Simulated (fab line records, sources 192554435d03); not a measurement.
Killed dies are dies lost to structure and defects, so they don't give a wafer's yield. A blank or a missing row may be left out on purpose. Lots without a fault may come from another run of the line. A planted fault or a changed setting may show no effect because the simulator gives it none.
Chamber matching | flow n5_finfet | N5_GATE_CUT_SAC_CAP_01 on ald_sin-02: 4 sister chambers
The step material SiNx, target thk 24 nm, pulse time 1 s, ald cycles 480. 4 wafers are shown with their chamber, then 9 later ones without.

WAFERS WITH THEIR CHAMBER
wafer  | chamber | heater_power_w (W)
L079.1 | 3       | 1080
L084.6 | 0       | 888
L091.3 | 1       | 851
L091.5 | 2       | 919

WAFERS WITHOUT THEIR CHAMBER
wafer  | heater_power_w (W)
L092.1 | 1111
L092.2 | 824
L092.6 | 1106
L096.1 | 853
L096.2 | 891
L096.5 | 945
L097.2 | 954
L097.3 | 889
L097.6 | 850

WHICH CHAMBER EACH WENT THROUGH
wafer  | from the rows above          | in truth
L092.1 | 3                            | 3
L092.2 | can't be placed: 1 or 0      | 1
L092.6 | 3                            | 3
L096.1 | can't be placed: 1 or 0      | 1
L096.2 | can't be placed: 0 or 2 or 1 | 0
L096.5 | can't be placed: 2 or 0      | 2
L097.2 | can't be placed: 2 or 0      | 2
L097.3 | can't be placed: 0 or 2 or 1 | 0
L097.6 | can't be placed: 1 or 0      | 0
Placed correctly: 2 of 9. Can't be placed from these rows: 7 (the true chamber is among the candidates in 7). Placed wrongly: 0.
How it was worked out, from the rows above alone: a wafer's distance from a chamber is the root of the sum, over the readings, of the square of ((its reading less the chamber's mean) divided by the reading's scatter). The wafer belongs to the nearest chamber; if the next one is less than 2 further off, it can't be placed. A chamber's mean is the mean of its shown wafers. The scatter: with one shown wafer a chamber, the root of the mean of the squares of how far each hidden wafer lies from its nearest shown one.
